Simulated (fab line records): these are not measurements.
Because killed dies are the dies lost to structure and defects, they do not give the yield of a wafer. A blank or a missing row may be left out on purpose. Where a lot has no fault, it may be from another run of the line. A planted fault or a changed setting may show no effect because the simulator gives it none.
Matching of chambers | flow nandHarc | NHARC_A_SLIT_DESCUM_14 on rieDiel-01: 4 sister chambers
The step chemistry O2, time 3 s. 14 wafers are shown with their chamber, then 7 later ones without.

## WAFERS WITH THEIR CHAMBER
wafer  | chamber | showerheadPlenumPTorr (Torr) | drypumpMotorCurrentA (A) | oesProductAu (a.u.)
L211.2 | 0       | 1.99                         | 6.3                      | 0.999
L211.5 | 1       | 1.99                         | 6.1                      | 0.997
L211.6 | 0       | 1.99                         | 6.3                      | 0.994
L213.3 | 3       | 2.03                         | 6.1                      | 0.994
L213.4 | 0       | 1.99                         | 6.2                      | 0.988
L213.6 | 3       | 2.03                         | 6.1                      | 0.999
L217.3 | 3       | 2.03                         | 6.1                      | 1.005
L217.5 | 1       | 1.99                         | 6.1                      | 0.999
L217.6 | 0       | 1.99                         | 6.3                      | 0.996
L224.2 | 3       | 2.03                         | 6.1                      | 1.002
L224.4 | 1       | 1.98                         | 6.1                      | 0.999
L224.6 | 1       | 1.98                         | 6.1                      | 1.009
L230.2 | 3       | 2.03                         | 6.1                      | 0.992
L230.3 | 2       | 1.80                         | 5.4                      | 0.994

SIGNATURES, as means of the wafers listed above
reading               | chamber 0 | chamber 1 | chamber 2 | chamber 3 | scatter within a chamber
showerheadPlenumPTorr | 1.9900    | 1.9850    | 1.8000    | 2.0300    | 0.00316
drypumpMotorCurrentA  | 6.275     | 6.100     | 5.400     | 6.100     | 0.0274
oesProductAu          | 0.99425   | 1.00100   | 0.99400   | 0.99840   | 0.0052
Rule: distance of a wafer from a chamber = root of the sum over the readings of ((wafer's reading minus chamber's mean) / reading's scatter) squared. If the next closest chamber is less than 2 further off than the closest, the wafer can't be placed; otherwise it belongs to the closest. How the scatter is found: for the shown wafers, subtract from each reading the mean of its chamber, square and add these, divide the total by (wafers less chambers), then take the root.

## WAFERS WHOSE CHAMBER IS MISSING
wafer  | showerheadPlenumPTorr (Torr) | drypumpMotorCurrentA (A) | oesProductAu (a.u.)
L230.6 | 1.98                         | 6.1                      | 1.019
L232.2 | 1.80                         | 5.4                      | 1.003
L232.3 | 1.98                         | 6.3                      | 1.020
L232.6 | 1.98                         | 6.1                      | 1.016
L234.3 | 1.80                         | 5.4                      | 1.003
L234.4 | 1.98                         | 6.3                      | 1.009
L234.6 | 2.03                         | 6.1                      | 0.990

## EACH ONE'S CHAMBER
wafer  | from the rows above | in truth
L230.6 | 1                   | 1
L232.2 | 2                   | 2
L232.3 | 0                   | 0
L232.6 | 1                   | 1
L234.3 | 2                   | 2
L234.4 | 0                   | 0
L234.6 | 3                   | 3
Correct placement for 7 of the 7. Number that these rows cannot place: 0. 0 placed wrongly.
